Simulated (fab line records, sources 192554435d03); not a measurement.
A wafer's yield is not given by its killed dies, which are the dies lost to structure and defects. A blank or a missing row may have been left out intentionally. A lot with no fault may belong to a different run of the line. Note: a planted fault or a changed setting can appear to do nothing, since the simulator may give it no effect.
fab line records	flow n5_finfet
record lots=10	wafers=27	last_day=17
route steps=1938 shown BEOL_M2@890 BEOL_M3@932 BEOL_M4@1111 PASSIVATION@1936
lots with no fault: from the same line, run without faults
start_h: hours from the record's first day to the start of the lot's first wafer shown	wait_h: how many hours have passed since the lot's step before this one	" same as the row above	L1.1+2: a row that stands for several wafers	- value missing, or start not given	* or withheld: withheld	< > ~ a bound
route shown NAME@n: NAME is a module with steps in the file, n the number in the route of the first one	usual: the fault-free wafers' mean and standard deviation	same: alike in all rows	chamber/n: place in a boat	sites: the reading at each site	_std_site: standard deviation across them	_edge_site: outer sites' mean less inner sites'	radius_mm: for every site, how far away it sits from the centre of the wafer	mask NAME#n: copy n	behind: the tool/chamber that last shaped the wafer	hold: reason for holding the lot/hours on hold/outcome of the hold	device: the n, p or np transistor that did not switch	end of line: the same wafers' tests at the end of the route	step lacking rows: just its recipe	killed: dies lost to structure and defects at the first sort, not the wafer's yield	map: dies across one wafer; x = killed, . = not, _ = none there
set.NAME: the setting the step ran with; set.NAME@STEP: the setting that earlier step ran with	model.NAME: the simulator's own value behind a step, which no gauge read
a sample of lots followed through the steps of the route, with each step as a table and each wafer as a row
services: when a tool's chamber went out of use (start_h, in hours from the record's first day, below 0 if earlier), for how many hours, and the reason
## steps
# step N5_BEOL_M2_TRENCH_ETCH_37
# recipe chemistry=C4F6/O2	target_depth_a=555.55	target=SiOC	time_s=29.2	ion_energy_ev=250	pressure_mtorr=30	source_w=355	bias_w=185	Ar_flow_sccm=300	C4F6_flow_sccm=10	O2_flow_sccm=10
# usual drypump_motor_current_A=5.7/0.39	oes_product_au=0.78/0.097	rf_fwd_power_W=349.6/2.3	rf_vpp_V=672/22	showerhead_plenum_p_Torr=2.86/0.12	throttle_valve_pct=20.87/0.28
lot.wafer	tool	chamber	start_h	wait_h	drypump_motor_current_A	oes_product_au	rf_fwd_power_W	rf_hours_counter_h	rf_vpp_V	showerhead_plenum_p_Torr	throttle_valve_pct
L836.1	rie_diel-03	3	141.38	-	6.0	0.87	352.2	54	678	2.90	20.70
L836.2	"	2	"	"	5.6	0.76	351.3	118	679	2.89	21.03
L836.3	"	0	"	"	5.4	0.68	348.8	226	684	2.66	20.83
L837.1	rie_diel-02	0	149.19	-	5.1	0.70	347.9	209	664	2.69	21.02
L837.4	"	1	"	"	5.9	0.68	345.4	-	682	2.67	20.92
L839.2	rie_diel-02	0	152.42	-	5.1	0.71	345.7	211	662	2.69	20.99
L839.4	"	1	"	"	5.8	0.68	348.4	246	681	2.67	20.94
L839.6	"	0	"	"	5.1	0.71	346.3	-	664	2.69	21.00
L840.1	rie_diel-02	0	157.88	-	5.1	0.70	347.9	213	664	2.69	21.01
L840.3	"	2	"	"	5.3	0.91	349.4	16	652	3.05	21.04
L840.4	"	3	"	"	6.4	0.84	350.8	73	679	2.93	20.95
L841.2	rie_diel-02	2	168.71	-	5.3	0.91	351.2	20	650	3.05	21.02
L841.3	"	0	"	"	5.1	0.70	345.9	217	663	2.69	21.02
L841.6	"	1	"	"	5.9	0.68	344.9	-	682	2.67	20.96
L843.4	rie_diel-01	0	179.64	-	5.8	0.70	346.6	181	696	2.94	20.88
L843.5	"	1	"	"	6.1	0.74	351.6	-	674	2.83	20.85
L846.1	rie_diel-01	2	194.63	-	5.1	0.87	347.5	52	611	2.76	20.51
L846.3	"	3	"	"	5.8	0.71	350.7	209	689	2.94	21.33
L846.4	"	0	"	"	5.8	0.70	348.1	186	696	2.94	20.88
L847.1	rie_diel-01	0	199.77	-	5.8	0.69	346.9	188	696	2.94	20.90
L847.3	"	3	"	"	5.8	0.70	353.6	211	690	2.93	21.36
L847.5	"	0	"	"	5.8	0.69	347.3	-	696	2.94	20.88
L856.2	rie_diel-01	0	261.28	-	5.8	0.69	348.5	208	696	2.93	20.90
L856.6	"	1	"	"	6.1	0.71	351.2	-	673	2.82	20.88
L859.4	rie_diel-02	3	275.27	-	6.4	0.79	350.5	-	680	2.91	21.02
L859.5	"	1	"	"	5.9	0.89	346.3	-	692	3.00	20.57
L859.6	"	2	"	"	5.3	0.87	352.0	-	651	3.03	21.10
# step N5_BEOL_M2_SPUTTER_92
# recipe material=Cu	target_thk_a=45	temp_c=-20	chamber_pressure_pa=0.07	power_w=withheld	time_s=8.29
# usual throttle_valve_pct=30.1/0.9
# same time_s=8.29
lot.wafer	tool	chamber	start_h	wait_h	throttle_valve_pct
L836.1	pvd_sputter-02	-	145.64	0.1	32.1
L836.2	"	-	"	"	29.6
L836.3	"	-	"	"	30.0
L837.1	pvd_sputter-03	-	151.81	0.1	29.9
L837.4	"	-	"	"	30.5
L839.2	pvd_sputter-02	-	155.06	0.1	29.8
L839.4	"	-	"	"	29.6
L839.6	"	-	"	"	30.2
L840.1	pvd_sputter-02	-	161.92	0.1	29.8
L840.3	"	-	"	"	29.7
L840.4	"	-	"	"	29.8
L841.2	pvd_sputter-01	-	171.19	0.1	30.0
L841.3	"	-	"	"	28.5
L841.6	"	-	"	"	29.4
L843.4	pvd_sputter-01	-	183.63	0.1	29.9
L843.5	"	-	"	"	28.4
L846.1	pvd_sputter-03	-	198.10	0.1	30.5
L846.3	"	-	"	"	30.1
L846.4	"	-	"	"	31.8
L847.1	pvd_sputter-01	-	202.58	0.1	30.2
L847.3	"	-	"	"	28.4
L847.5	"	-	"	"	28.6
L856.2	pvd_sputter-03	-	265.49	0.1	30.3
L856.6	"	-	"	"	30.1
L859.4	pvd_sputter-01	-	278.31	0.1	30.0
L859.5	"	-	"	"	30.2
L859.6	"	-	"	"	30.0
# step N5_BEOL_M2_CO_CAP_55
# recipe material=Co	target_thk_a=20	temp_c=200	precursor=CCTBA/H2	pressure_torr=30	time_s=102.1
# usual heater_power_w=226/32
# same time_s=102.1
lot.wafer	tool	chamber	start_h	wait_h	heater_power_w	since_wet_clean_h
L836.1	cvd_co-01	2	146.95	0.0	183	229
L836.2	"	0	"	"	276	688
L836.3	"	1	"	"	205	1126
L837.1	cvd_co-02	2	153.12	0.0	213	454
L837.4	"	1	"	"	244	-
L839.2	cvd_co-01	1	156.36	0.0	215	1135
L839.4	"	2	"	"	187	-
L839.6	"	1	"	"	214	-
L840.1	cvd_co-01	1	163.23	0.0	213	1142
L840.3	"	0	"	"	285	705
L840.4	"	0	"	"	281	-
L841.2	cvd_co-02	1	172.50	0.0	245	36
L841.3	"	0	"	"	216	933
L841.6	"	2	"	"	209	-
L843.4	cvd_co-02	1	184.97	0.0	248	-
L843.5	"	2	"	"	210	-
L846.1	cvd_co-02	0	199.40	0.0	222	959
L846.3	"	1	"	"	250	63
L846.4	"	2	"	"	208	-
L847.1	cvd_co-01	1	203.91	0.0	212	1183
L847.3	"	2	"	"	192	-
L847.5	"	1	"	"	211	-
L856.2	cvd_co-01	2	266.80	0.0	190	349
L856.6	"	1	"	"	214	-
L859.4	cvd_co-02	2	279.64	0.0	211	-
L859.5	"	0	"	"	225	-
L859.6	"	1	"	"	254	-
# step N5_BEOL_M2_RS_MEAS_58
# recipe thk_meas_gauge=four-point-probe	reads=Co_of_BEOL_M2_CO_CAP_55+Cu_of_BEOL_M2_ECD_50+Co_of_BEOL_M2_CVD_47+TaN_of_BEOL_M2_ALD_84
# usual M2_RS=0.69/0.044
lot.wafer	tool	chamber	start_h	wait_h	M2_RS[ohm/sq]
L836.1	film_metro-02	-	147.14	0.1	0.66
L836.2	"	-	"	"	0.70
L836.3	"	-	"	"	0.78
L837.1	film_metro-01	-	153.30	0.0	0.72
L837.4	"	-	"	"	0.67
L839.2	film_metro-02	-	156.55	0.1	0.73
L839.4	"	-	"	"	0.66
L839.6	"	-	"	"	0.74
L840.1	film_metro-02	-	163.41	0.0	0.72
L840.3	"	-	"	"	0.69
L840.4	"	-	"	"	0.67
L841.2	film_metro-01	-	172.68	0.1	0.63
L841.3	"	-	"	"	0.70
L841.6	"	-	"	"	0.67
L843.4	film_metro-01	-	185.12	0.0	0.72
L843.5	"	-	"	"	0.66
L846.1	film_metro-01	-	199.59	0.0	0.68
L846.3	"	-	"	"	0.67
L846.4	"	-	"	"	0.79
L847.1	film_metro-01	-	204.12	0.0	0.77
L847.3	"	-	"	"	0.64
L847.5	"	-	"	"	0.76
L856.2	film_metro-01	-	266.98	0.1	0.87
L856.6	"	-	"	"	0.86
L859.4	film_metro-01	-	279.80	0.0	0.73
L859.5	"	-	"	"	0.69
L859.6	"	-	"	"	0.64
# step N5_BEOL_M3_THK_MEAS_01
# recipe reads=SiOC_of_BEOL_M3_ILD_DEP_00
# usual M3_ILD_THK=78.5/1.1
lot.wafer	tool	chamber	start_h	wait_h	M3_ILD_THK[nm]
L836.1	film_metro-02	-	147.27	0.0	78.2
L836.2	"	-	"	"	77.9
L836.3	"	-	"	"	76.7
L837.1	film_metro-01	-	153.43	0.0	77.7
L837.4	"	-	"	"	79.8
L839.2	film_metro-02	-	156.68	0.1	76.6
L839.4	"	-	"	"	80.5
L839.6	"	-	"	"	79.3
L840.1	film_metro-02	-	163.54	0.0	77.6
L840.3	"	-	"	"	78.7
L840.4	"	-	"	"	79.1
L841.2	film_metro-02	-	172.81	0.1	77.4
L841.3	"	-	"	"	78.0
L841.6	"	-	"	"	78.8
L843.4	film_metro-02	-	185.25	0.0	78.3
L843.5	"	-	"	"	80.0
L846.1	film_metro-02	-	199.72	0.0	77.7
L846.3	"	-	"	"	78.9
L846.4	"	-	"	"	77.5
L847.1	film_metro-02	-	204.25	0.0	78.2
L847.3	"	-	"	"	77.9
L847.5	"	-	"	"	79.4
L856.2	film_metro-01	-	267.11	0.1	77.3
L856.6	"	-	"	"	79.2
L859.4	film_metro-02	-	279.92	0.0	78.0
L859.5	"	-	"	"	78.8
L859.6	"	-	"	"	80.2
# step N5_BEOL_M4_RC_MEAS_101
# usual DIBL_N=36.6/2.3	DIBL_P=36.3/2.8	IOFF_N=0.17/0.047	IOFF_P=0.22/0.048	ION_N=676/14	ION_P=463/9.4	SS_N=71.6/0.84	SS_P=73.4/0.85	VT_N=249/3.7	VT_P=-249/3.6
lot.wafer	tool	chamber	start_h	wait_h	DIBL_N[mV/V]	DIBL_P[mV/V]	IOFF_N[nA/um]	IOFF_P[nA/um]	ION_N[uA/um]	ION_P[uA/um]	SS_N[mV/dec]	SS_P[mV/dec]	VT_N[mV]	VT_P[mV]
L836.1	prober-02	0	167.15	0.0	35.1	32.6	0.15	0.18	667	461	72.0	73.0	249	-249
L836.2	"	0	"	"	34.6	33.7	0.13	0.18	679	470	70.9	71.8	253	-249
L836.3	"	0	"	"	37.2	37.4	0.18	0.24	674	467	71.3	73.8	248	-248
L837.1	prober-01	0	179.42	0.0	36.9	36.2	0.16	0.22	660	461	71.9	73.2	249	-249
L837.4	"	0	"	"	35.2	33.8	0.14	0.19	671	462	71.6	72.3	254	-254
L839.2	prober-01	0	183.49	0.2	40.4	40.0	0.26	0.29	687	462	72.7	74.0	244	-246
L839.4	"	0	"	"	39.9	40.6	0.26	0.30	703	478	72.6	74.3	241	-244
L839.6	"	0	"	"	40.9	40.4	0.29	0.29	703	477	72.7	73.8	242	-245
L840.1	prober-02	0	188.09	0.0	36.2	36.8	0.14	0.19	661	457	70.4	74.2	252	-254
L840.3	"	0	"	"	36.8	38.0	0.16	0.21	674	462	71.6	73.8	249	-251
L840.4	"	0	"	"	40.1	39.1	0.21	0.23	681	452	71.8	74.6	246	-253
L841.2	prober-02	0	196.44	0.2	36.7	35.6	0.17	0.20	669	450	71.4	73.6	249	-253
L841.3	"	0	"	"	36.6	36.1	0.17	0.21	667	458	71.7	72.8	250	-249
L841.6	"	0	"	"	37.7	37.9	0.21	0.23	677	460	72.2	74.1	247	-251
L843.4	prober-01	0	206.33	0.5	34.9	34.5	0.15	0.22	683	473	70.9	72.8	246	-246
L843.5	"	0	"	"	33.2	32.8	0.12	0.19	672	470	70.8	72.7	253	-249
L846.1	prober-01	0	228.44	0.0	36.1	36.6	0.14	0.20	670	461	70.8	73.4	250	-250
L846.3	"	0	"	"	32.4	30.0	0.09	0.12	662	453	70.4	71.4	257	-257
L846.4	"	0	"	"	36.0	36.9	0.15	0.21	692	468	70.9	72.8	249	-250
L847.1	prober-02	0	228.71	0.0	36.1	35.7	0.15	0.18	656	448	71.1	72.7	253	-253
L847.3	"	0	"	"	36.9	35.5	0.17	0.18	689	466	71.6	73.2	248	-249
L847.5	"	0	"	"	37.1	34.7	0.17	0.16	647	437	73.2	72.6	253	-255
L856.2	prober-02	0	295.01	0.2	35.8	32.8	0.16	0.16	665	450	71.0	72.8	249	-256
L856.6	"	0	"	"	33.0	32.1	0.12	0.16	671	462	71.2	71.8	252	-254
L859.4	prober-02	0	310.46	0.5	39.1	40.3	0.23	0.30	704	479	72.8	74.6	243	-245
L859.5	"	0	"	"	33.5	33.6	0.14	0.18	688	474	71.2	73.0	248	-249
L859.6	"	0	"	"	38.9	37.9	0.22	0.25	683	468	72.8	73.7	246	-244
# step N5_PASSIVATION_PROBE_49
# usual defect_limited_yield=91.5/1.5	killed_at_M0_to_M3=33/9.9	killed_at_M4_up=14/5.2	killed_at_contacts=11/5.2	killed_at_front_end=38/10	killed_at_other=4/3.5	killed_dies=100/18	killed_open=66/14	killed_short=32/6.9	sort_bin_5_function=5.0/1	sort_bin_6_memory=3.1/0.69	sort_bin_8_speed=0.03/0.26	sort_n_pass=1080/18	sort_yield_pct=91.5/1.5
# same gross_dies=1180	killed_at_back_side=0	sort_bin_4_leakage[%]=0
lot.wafer	tool	chamber	start_h	wait_h	defect_limited_yield[%]	killed_at_M0_to_M3	killed_at_M4_up	killed_at_contacts	killed_at_front_end	killed_at_other	killed_dies	killed_open	killed_short	sort_bin_5_function[%]	sort_bin_6_memory[%]	sort_bin_8_speed[%]	sort_n_pass	sort_yield_pct[%]
L836.1	prober-02	-	272.83	0.0	89.2	46	14	13	46	8	127	84	37	6.2	3.8	0	1053	89.2
L836.2	prober-02	-	272.88	0.1	89.9	20	34	17	44	4	119	89	29	5.9	3.8	0	1061	89.9
L836.3	prober-02	-	272.93	0.1	91.1	42	7	10	40	6	105	72	33	6.1	2.6	0	1075	91.1
L837.1	prober-02	-	287.44	0.0	89.7	48	19	9	30	15	121	84	36	6.1	4.1	0	1059	89.7
L837.4	prober-02	-	287.59	0.2	91.0	32	19	10	38	7	106	71	35	4.8	4.0	0	1074	91.0
L839.2	prober-01	-	292.70	0.1	93.4	35	8	13	18	4	78	51	26	4.2	2.2	0	1102	93.4
L839.4	prober-01	-	292.80	0.2	93.5	19	15	11	28	4	77	54	22	3.9	2.5	0	1103	93.5
L839.6	prober-01	-	292.90	0.3	89.7	38	5	17	59	2	121	73	47	5.9	3.8	0	1059	89.7
L840.1	prober-01	-	297.51	0.0	92.7	23	8	14	37	4	86	57	28	4.6	2.5	0	1094	92.7
L840.3	prober-01	-	297.61	0.1	91.0	36	16	21	32	1	106	72	34	5.8	3.0	0	1074	91.0
L840.4	prober-01	-	297.66	0.2	92.0	37	11	13	28	5	94	60	34	4.7	2.8	0	1086	92.0
L841.2	prober-01	-	324.03	0.1	92.4	28	15	13	25	9	90	61	28	4.2	3.1	0	1090	92.4
L841.3	prober-01	-	324.08	0.1	93.1	14	12	14	30	11	81	49	28	4.9	1.7	0	1099	93.1
L841.6	prober-01	-	324.23	0.3	92.5	22	14	10	30	12	88	55	27	4.6	2.9	0	1092	92.5
L843.4	prober-02	-	324.38	0.2	90.8	30	13	5	52	8	108	67	34	5.3	2.8	0	1072	90.8
L843.5	prober-02	-	324.43	0.2	89.7	36	15	6	52	12	121	87	22	6.0	3.6	0	1059	89.7
L846.1	prober-01	-	347.04	0.0	89.7	29	12	25	53	2	121	85	35	6.1	3.7	0	1059	89.7
L846.3	prober-01	-	347.14	0.1	90.0	37	11	20	48	2	118	75	43	6.1	3.5	0	1062	90.0
L846.4	prober-01	-	347.19	0.2	88.3	38	17	16	66	1	138	82	48	6.4	4.0	0	1042	88.3
L847.1	prober-02	-	348.20	0.0	92.1	31	9	4	45	4	93	57	24	4.7	2.3	0	1087	92.1
L847.3	prober-02	-	348.30	0.1	91.2	34	15	10	30	15	104	70	25	5.8	3.1	0	1076	91.2
L847.5	prober-02	-	348.40	0.2	92.1	39	16	9	18	11	93	61	22	5.3	2.6	0.17	1085	91.9
L856.2	prober-01	-	404.13	0.1	90.2	48	12	4	44	8	116	79	31	4.8	4.2	0	1064	90.2
L856.6	prober-01	-	404.33	0.3	90.8	45	13	6	41	4	109	66	33	4.8	3.1	0	1071	90.8
L859.4	prober-02	-	417.16	0.7	89.6	45	15	10	49	4	123	89	34	6.0	4.3	0	1057	89.6
L859.5	prober-02	-	417.21	0.8	92.5	32	17	9	30	0	88	54	34	4.0	3.2	0	1092	92.5
L859.6	prober-02	-	417.26	0.8	92.7	22	8	10	40	6	86	57	29	3.6	3.5	0	1094	92.7
# killed by level:class
L836.1 FIN_SAQP:geometric_particle:open=11 BEOL_M0_SAQP:geometric_particle:short=11 MOL_CONTACT_COAG:geometric_particle:open=11 BEOL_M1:geometric_particle:open=10 BEOL_M4:geometric_particle:open=9 FIN_SAQP:geometric_particle:short=8 BEOL_M3:geometric_particle:open=8 STI_FIN_REVEAL:geometric_particle:open=7
L836.2 BEOL_M4:geometric_particle:open=23 STI_FIN_REVEAL:geometric_particle:open=21 MOL_CONTACT_COAG:geometric_particle:open=14 BEOL_M3:geometric_particle:open=7 FIN_SAQP:geometric_particle:open=6 BEOL_M4:geometric_particle:short=5 STARTING-WAFER:geometric_particle:short=5 FIN_SAQP:geometric_particle:short=4
L836.3 BEOL_M3:geometric_particle:open=15 STI_FIN_REVEAL:geometric_particle:open=14 MOL_CONTACT_COAG:geometric_particle:open=10 BEOL_M0_SAQP:geometric_particle:short=9 GATE_CUT:geometric_particle:short=7 BEOL_M0_SAQP:geometric_particle:open=6 STI_FIN_REVEAL:geometric_particle:short=5 BEOL_M2:geometric_particle:open=5
L837.1 BEOL_M0_SAQP:geometric_particle:open=11 STI_FIN_REVEAL:geometric_particle:open=10 BEOL_M2:geometric_particle:open=10 FIN_SAQP:geometric_particle:open=9 BEOL_M4:geometric_particle:open=9 MOL_CONTACT_COAG:geometric_particle:open=8 BEOL_M0_SAQP:geometric_particle:short=6 BEOL_M1:geometric_particle:open=6
L837.4 FIN_SAQP:geometric_particle:short=11 FIN_SAQP:geometric_particle:open=8 MOL_CONTACT_COAG:geometric_particle:open=8 BEOL_M0_SAQP:geometric_particle:open=6 STI_FIN_REVEAL:geometric_particle:open=6 BEOL_M0_SAQP:geometric_particle:short=6 BEOL_M4:geometric_particle:open=6 BEOL_M5:geometric_particle:open=5
L839.2 MOL_CONTACT_COAG:geometric_particle:open=11 BEOL_M2:geometric_particle:open=10 BEOL_M0_SAQP:geometric_particle:open=8 BEOL_M0_SAQP:geometric_particle:short=7 STI_FIN_REVEAL:geometric_particle:open=5 BEOL_M4:geometric_particle:open=4 BEOL_M2:geometric_particle:short=3 FIN_SAQP:geometric_particle:short=3
L839.4 MOL_CONTACT_COAG:geometric_particle:open=8 BEOL_M0_SAQP:geometric_particle:open=6 FIN_SAQP:geometric_particle:short=4 FIN_SAQP:geometric_particle:open=4 STI_FIN_REVEAL:geometric_particle:open=4 GATE_CUT:geometric_particle:open=4 BEOL_M2:geometric_particle:open=4 BEOL_M7:geometric_particle:open=4
L839.6 STI_FIN_REVEAL:geometric_particle:open=19 MOL_CONTACT_COAG:geometric_particle:open=16 BEOL_M0_SAQP:geometric_particle:short=16 BEOL_M0_SAQP:geometric_particle:open=12 FIN_SAQP:geometric_particle:short=10 FIN_SAQP:geometric_particle:open=8 GATE_CUT:geometric_particle:short=6 GATE_CUT:geometric_particle:open=4
L840.1 MOL_CONTACT_COAG:geometric_particle:open=10 FIN_SAQP:geometric_particle:open=9 BEOL_M0_SAQP:geometric_particle:open=7 BEOL_M0_SAQP:geometric_particle:short=7 GATE_CUT:geometric_particle:open=6 STARTING-WAFER:geometric_particle:short=6 BEOL_M2:geometric_particle:open=5 DUMMY_GATE:geometric_particle:open=4
L840.3 MOL_CONTACT_COAG:geometric_particle:open=17 BEOL_M1:geometric_particle:open=10 FIN_SAQP:geometric_particle:short=9 BEOL_M0_SAQP:geometric_particle:short=7 DUMMY_GATE:geometric_particle:open=6 BEOL_M0_SAQP:geometric_particle:open=5 BEOL_M0:geometric_particle:open=5 BEOL_M4:geometric_particle:open=5
L840.4 MOL_CONTACT_COAG:geometric_particle:open=9 BEOL_M0_SAQP:geometric_particle:open=9 BEOL_M2:geometric_particle:open=9 BEOL_M0_SAQP:geometric_particle:short=7 GATE_CUT:geometric_particle:short=6 BEOL_M1:geometric_particle:open=6 FIN_SAQP:geometric_particle:short=4 STI_FIN_REVEAL:geometric_particle:open=4
L841.2 MOL_CONTACT_COAG:geometric_particle:open=11 BEOL_M1:geometric_particle:open=9 STI_FIN_REVEAL:geometric_particle:open=6 MIM_TOP_ETCH:geometric_particle:short=6 BEOL_M0_SAQP:geometric_particle:open=4 BEOL_M2:geometric_particle:open=4 BEOL_M4:geometric_particle:open=4 STARTING-WAFER:geometric_particle:short=4
L841.3 MOL_CONTACT_COAG:geometric_particle:open=11 BEOL_M0_SAQP:geometric_particle:short=6 DUMMY_GATE:geometric_particle:open=5 GATE_CUT:geometric_particle:short=5 BEOL_M4:geometric_particle:open=5 STARTING-WAFER:geometric_particle:open=4 PASSIVATION:area_etch=4 FIN_SAQP:geometric_particle:open=3
L841.6 FIN_SAQP:geometric_particle:open=9 MOL_CONTACT_COAG:geometric_particle:open=9 BEOL_M0_SAQP:geometric_particle:open=7 BEOL_M0_SAQP:geometric_particle:short=4 BEOL_M2:geometric_particle:open=4 BEOL_M4:geometric_particle:open=4 MIM_TOP_ETCH:geometric_particle:open=4 PASSIVATION:area_etch=4
L843.4 BEOL_M3:geometric_particle:open=10 DUMMY_GATE:geometric_particle:open=9 FIN_SAQP:geometric_particle:short=8 BEOL_M0_SAQP:geometric_particle:short=7 HKMG_FIN:area_etch=7 FIN_SAQP:geometric_particle:open=6 MOL_CONTACT_COAG:geometric_particle:open=5 BEOL_M0_SAQP:geometric_particle:open=5
L843.5 FIN_SAQP:geometric_particle:open=18 BEOL_M3:geometric_particle:open=16 STI_FIN_REVEAL:geometric_particle:open=9 PASSIVATION:area_etch=7 FIN_SAQP:geometric_particle:short=6 BEOL_M0_SAQP:geometric_particle:open=6 BEOL_M1:geometric_particle:open=6 MOL_CONTACT_COAG:geometric_particle:open=5
L846.1 MOL_CONTACT_COAG:geometric_particle:open=21 STI_FIN_REVEAL:geometric_particle:open=14 BEOL_M3:geometric_particle:open=8 GATE_CUT:geometric_particle:open=6 BEOL_M0_SAQP:geometric_particle:open=6 FIN_SAQP:geometric_particle:open=5 FIN_SAQP:geometric_particle:short=5 DUMMY_GATE:geometric_particle:open=5
L846.3 STI_FIN_REVEAL:geometric_particle:open=18 MOL_CONTACT_COAG:geometric_particle:open=14 BEOL_M0_SAQP:geometric_particle:short=11 BEOL_M1:geometric_particle:open=11 BEOL_M0_SAQP:geometric_particle:open=10 STI_FIN_REVEAL:geometric_particle:short=7 MOL_CONTACT_COAG:geometric_particle:short=6 FIN_SAQP:geometric_particle:short=5
L846.4 FIN_SAQP:geometric_particle:open=18 FIN_SAQP:geometric_particle:short=16 MOL_CONTACT_COAG:geometric_particle:open=13 BEOL_M3:geometric_particle:open=13 STI_FIN_REVEAL:geometric_particle:open=8 GATE_CUT:geometric_particle:short=6 BEOL_M2:geometric_particle:open=6 BEOL_M3:geometric_particle:short=6
L847.1 STI_FIN_REVEAL:geometric_particle:open=12 HKMG_FIN:area_etch=9 FIN_SAQP:geometric_particle:open=7 BEOL_M0_SAQP:geometric_particle:open=6 BEOL_M1:geometric_particle:short=6 BEOL_M1:geometric_particle:open=6 FIN_SAQP:geometric_particle:short=4 STI_FIN_REVEAL:geometric_particle:short=4
L847.3 MOL_CONTACT_COAG:geometric_particle:open=10 BEOL_M3:geometric_particle:open=9 PASSIVATION:area_etch=9 FIN_SAQP:geometric_particle:open=7 FIN_SAQP:geometric_particle:short=7 BEOL_M1:geometric_particle:open=7 BEOL_M4:geometric_particle:open=7 BEOL_M0_SAQP:geometric_particle:open=4
L847.5 BEOL_M1:geometric_particle:open=13 PASSIVATION:area_etch=9 MOL_CONTACT_COAG:geometric_particle:open=8 BEOL_M4:geometric_particle:open=8 BEOL_M0_SAQP:geometric_particle:open=7 BEOL_M3:geometric_particle:open=7 BEOL_M0_SAQP:geometric_particle:short=6 BEOL_M1:geometric_particle:short=5
L856.2 BEOL_M0_SAQP:geometric_particle:open=14 BEOL_M0_SAQP:geometric_particle:short=10 BEOL_M3:geometric_particle:open=10 STI_FIN_REVEAL:geometric_particle:open=9 DUMMY_GATE:geometric_particle:open=8 HKMG_FIN:area_etch=6 BEOL_M2:geometric_particle:open=5 FIN_SAQP:geometric_particle:open=4
L856.6 BEOL_M0_SAQP:geometric_particle:open=16 BEOL_M3:geometric_particle:open=10 BEOL_M0_SAQP:geometric_particle:short=10 BEOL_M4:geometric_particle:open=7 HKMG_FIN:area_etch=7 FIN_SAQP:geometric_particle:open=6 STI_FIN_REVEAL:geometric_particle:open=5 STARTING-WAFER:geometric_particle:short=5
L859.4 BEOL_M2:geometric_particle:open=15 BEOL_M3:geometric_particle:open=11 STI_FIN_REVEAL:geometric_particle:open=10 FIN_SAQP:geometric_particle:open=9 MOL_CONTACT_COAG:geometric_particle:open=9 FIN_SAQP:geometric_particle:short=8 BEOL_M4:geometric_particle:open=7 BEOL_M0_SAQP:geometric_particle:short=5
L859.5 FIN_SAQP:geometric_particle:short=12 FIN_SAQP:geometric_particle:open=8 MOL_CONTACT_COAG:geometric_particle:open=8 BEOL_M0_SAQP:geometric_particle:short=8 BEOL_M2:geometric_particle:open=6 BEOL_M0_SAQP:geometric_particle:open=5 BEOL_M1:geometric_particle:open=5 BEOL_M4:geometric_particle:short=4
L859.6 STI_FIN_REVEAL:geometric_particle:open=8 GATE_CUT:geometric_particle:short=8 MOL_CONTACT_COAG:geometric_particle:open=6 GATE_CUT:geometric_particle:open=5 FIN_SAQP:geometric_particle:open=4 FIN_SAQP:geometric_particle:short=4 BEOL_M4:geometric_particle:open=4 MOL_CONTACT_COAG:geometric_particle:short=4
## services
tool	chamber	start_h	hours	kind
cvd_co-01	-	123.44	0.9	repair
rie_diel-03	2	128.56	3.6	repair
rie_diel-02	3	139.10	12.7	repair
rie_diel-01	0	143.26	26.3	repair
cvd_co-02	-	145.58	0.9	repair
rie_diel-03	1	174.77	-	clean
rie_diel-02	1	177.05	-	clean
rie_diel-02	1	177.05	-	consumable_replace:focus_ring
rie_diel-02	1	177.05	-	consumable_replace:showerhead
rie_diel-02	1	177.05	17.0	scheduled_down
rie_diel-02	1	177.05	17.0	vent_cycle
cvd_co-01	1	190.56	7.6	repair
cvd_co-02	0	196.33	2.2	repair
cvd_co-02	0	202.91	7.9	repair
cvd_co-01	0	203.59	15.8	repair
rie_diel-01	0	227.96	4.4	repair
rie_diel-02	0	261.01	-	clean
rie_diel-02	0	261.01	-	consumable_replace:focus_ring
rie_diel-02	0	261.01	-	consumable_replace:showerhead
rie_diel-02	0	261.01	24.3	scheduled_down
rie_diel-02	0	261.01	24.3	vent_cycle
rie_diel-01	0	265.24	2.7	repair
rie_diel-03	3	269.14	2.9	repair
rie_diel-03	0	276.55	9.1	repair
## key
first_sign step=N5_BEOL_M2_RS_MEAS_58	reading=M2_RS	direction=up	sigmas=3.9	usual=0.69	struck=0.86
effect none on later readings
met_at N5_BEOL_M2_TRENCH_ETCH_37
struck_lots L856
struck_wafers L856.2,L856.6
not_acting_at N5_BEOL_M2_SPUTTER_92,N5_BEOL_M2_CO_CAP_55,N5_BEOL_M3_THK_MEAS_01
onset_between 199.77 261.28
fault kind=process_parameter_drift	tool=rie_diel-01	chamber=-	onset_h=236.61	steps=N5_BEOL_M2_TRENCH_ETCH_37	channel=target_depth_a	offset=-30.803	shape=step	end_h=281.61	scope=struck_wafers_only	acts_in=these_recipes_only	stated=555.55
